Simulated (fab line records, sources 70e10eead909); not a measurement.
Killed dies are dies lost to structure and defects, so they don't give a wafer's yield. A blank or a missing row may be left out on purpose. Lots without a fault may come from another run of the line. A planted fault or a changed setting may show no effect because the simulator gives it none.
Which tool did it? | flow nand_harc | 6 lots, 18 wafers sampled, at 2 steps of a route of 1302

WHAT THE GAUGES READ, wafer by wafer
NHARC_A_BONDPAD_THK_MEAS_20: measures by xrf.
lot  | measured     | on            | thk_nm (nm)
L726 | day 22 21:52 | film_metro-01 | 172.2 169.5 169.9
L727 | day 24 04:58 | film_metro-02 | 171.2 169.4 169.4
L738 | day 28 06:54 | film_metro-01 | 166.9 169.4 169.0
L740 | day 28 19:23 | film_metro-01 | 169.6 169.4 170.6
L743 | day 30 17:11 | film_metro-02 | 169.0 171.2 169.4
L745 | day 31 23:16 | film_metro-02 | 169.0 169.6 168.7

WHICH TOOL RAN EACH LOT (tool, then ch and the chambers of the sampled wafers, then the start)
lot  | NHARC_A_ONON_D2_DEP_06
L726 | pecvd_onon-03 ch 0, day 12 11:01
L727 | pecvd_onon-03 ch 0, day 13 15:37
L738 | pecvd_onon-04 ch 0, day 17 06:54
L740 | pecvd_onon-03 ch 0, day 18 14:36
L743 | pecvd_onon-03 ch 0, day 19 22:26
L745 | pecvd_onon-04 ch 0, day 20 11:18
- NHARC_A_ONON_D2_DEP_06: target thk 1000 nm.

THE ANSWER, worked out from the rows above alone
Rule: what is usual is taken from the lots themselves. Put in order of their means at a reading, lots are off if they are a third of the lots or fewer, leave a main group of 4 or more, and stand apart from it by a gap of 3 or more times the standard deviation of the main group's means; of several such gaps the widest counts. A main group whose means are all the same, to the digits that the tables above print for the reading, isn't used. A lot without any number at a reading at which 4 lots or more have one is off too. The other lots that the step has rows for count as sound.
No lot is off at any reading shown: from this, nothing can be told.

WHAT THE SIMULATOR HAD PUT IN
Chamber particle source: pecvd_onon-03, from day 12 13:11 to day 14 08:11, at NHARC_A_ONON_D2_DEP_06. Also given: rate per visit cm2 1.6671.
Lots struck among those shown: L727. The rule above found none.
